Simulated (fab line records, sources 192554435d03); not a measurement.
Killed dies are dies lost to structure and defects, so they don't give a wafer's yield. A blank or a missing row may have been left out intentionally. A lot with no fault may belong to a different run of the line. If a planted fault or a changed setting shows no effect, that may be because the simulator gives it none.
Matching of chambers | flow n5-finfet | rie-diel-05 running N5_ZERO_LAYER_DESCUM_16: 4 sister chambers
The step chemistry O2, time 7.9 s. 20 wafers are shown with their chamber, then 10 later ones without.

## WAFERS PAIRED WITH THEIR CHAMBERS
wafer  | chamber | showerhead-plenum-p-Torr (Torr) | drypump-motor-current-A (A) | throttle-valve-pct (%)
L076.1 | 2       | 2.18                            | 6.0                         | 20.15
L076.3 | 1       | 2.06                            | 5.2                         | 20.62
L076.4 | 3       | 2.06                            | 5.5                         | 20.49
L078.3 | 1       | 2.06                            | 5.2                         | 20.62
L078.4 | 3       | 2.06                            | 5.5                         | 20.49
L078.6 | 2       | 2.18                            | 6.0                         | 20.15
L080.1 | 1       | 2.06                            | 5.2                         | 20.64
L080.3 | 0       | 2.09                            | 6.2                         | 20.32
L080.5 | 1       | 2.06                            | 5.2                         | 20.64
L081.1 | 2       | 2.17                            | 6.0                         | 20.17
L081.4 | 0       | 2.09                            | 6.2                         | 20.31
L081.6 | 1       | 2.05                            | 5.2                         | 20.64
L082.1 | 3       | 2.06                            | 5.5                         | 20.51
L082.4 | 3       | 2.06                            | 5.6                         | 20.51
L082.5 | 1       | 2.05                            | 5.2                         | 20.65
L083.2 | 1       | 2.05                            | 5.2                         | 20.65
L083.5 | 1       | 2.05                            | 5.2                         | 20.64
L083.6 | 3       | 2.06                            | 5.6                         | 20.49
L086.1 | 2       | 2.17                            | 6.1                         | 20.17
L086.4 | 2       | 2.17                            | 6.0                         | 20.20

SIGNATURES, as means of the wafers listed above
reading                  | chamber 0 | chamber 1 | chamber 2 | chamber 3 | scatter within a chamber
showerhead-plenum-p-Torr | 2.0900    | 2.0550    | 2.1740    | 2.0600    | 0.00447
drypump-motor-current-A  | 6.200     | 5.200     | 6.020     | 5.540     | 0.0354
throttle-valve-pct       | 20.3150   | 20.6375   | 20.1680   | 20.4980   | 0.0141
Rule: for a wafer and a chamber, the distance is found by dividing, reading by reading, the gap between the wafer's reading and the chamber's mean by the reading's scatter, squaring, summing and taking the root. If the next closest chamber is less than 2 further off than the closest, the wafer can't be placed; otherwise it belongs to the closest. The scatter: the root of (the sum of the squares of (reading less its chamber's mean) over the shown wafers, divided by (wafers less chambers)).

## WAFERS WHOSE CHAMBER IS MISSING
wafer  | showerhead-plenum-p-Torr (Torr) | drypump-motor-current-A (A) | throttle-valve-pct (%)
L086.5 | 2.06                            | 5.6                         | 20.53
L091.1 | 2.05                            | 5.2                         | 20.31
L091.4 | 2.05                            | 5.2                         | 20.31
L091.6 | 2.17                            | 6.0                         | 20.20
L095.2 | 2.09                            | 6.1                         | 20.35
L095.3 | 2.16                            | 6.0                         | 20.21
L095.6 | 2.05                            | 5.2                         | 20.30
L096.1 | 2.05                            | 5.6                         | 20.19
L096.2 | 2.05                            | 5.2                         | 20.30
L096.5 | 2.05                            | 5.2                         | 20.30

## WHICH CHAMBER EACH ONE RAN IN
wafer  | from the rows above     | in truth
L086.5 | 3                       | 3
L091.1 | 3                       | 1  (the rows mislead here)
L091.4 | 3                       | 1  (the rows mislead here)
L091.6 | 2                       | 2
L095.2 | 0                       | 0
L095.3 | 2                       | 2
L095.6 | 3                       | 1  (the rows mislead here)
L096.1 | can't be placed: 0 or 3 | 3
L096.2 | 3                       | 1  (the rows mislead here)
L096.5 | 3                       | 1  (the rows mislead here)
Correctly placed: 4 of 10. Can't be placed from these rows: 1 (the true chamber is among the candidates in 1). Number placed wrongly: 5.
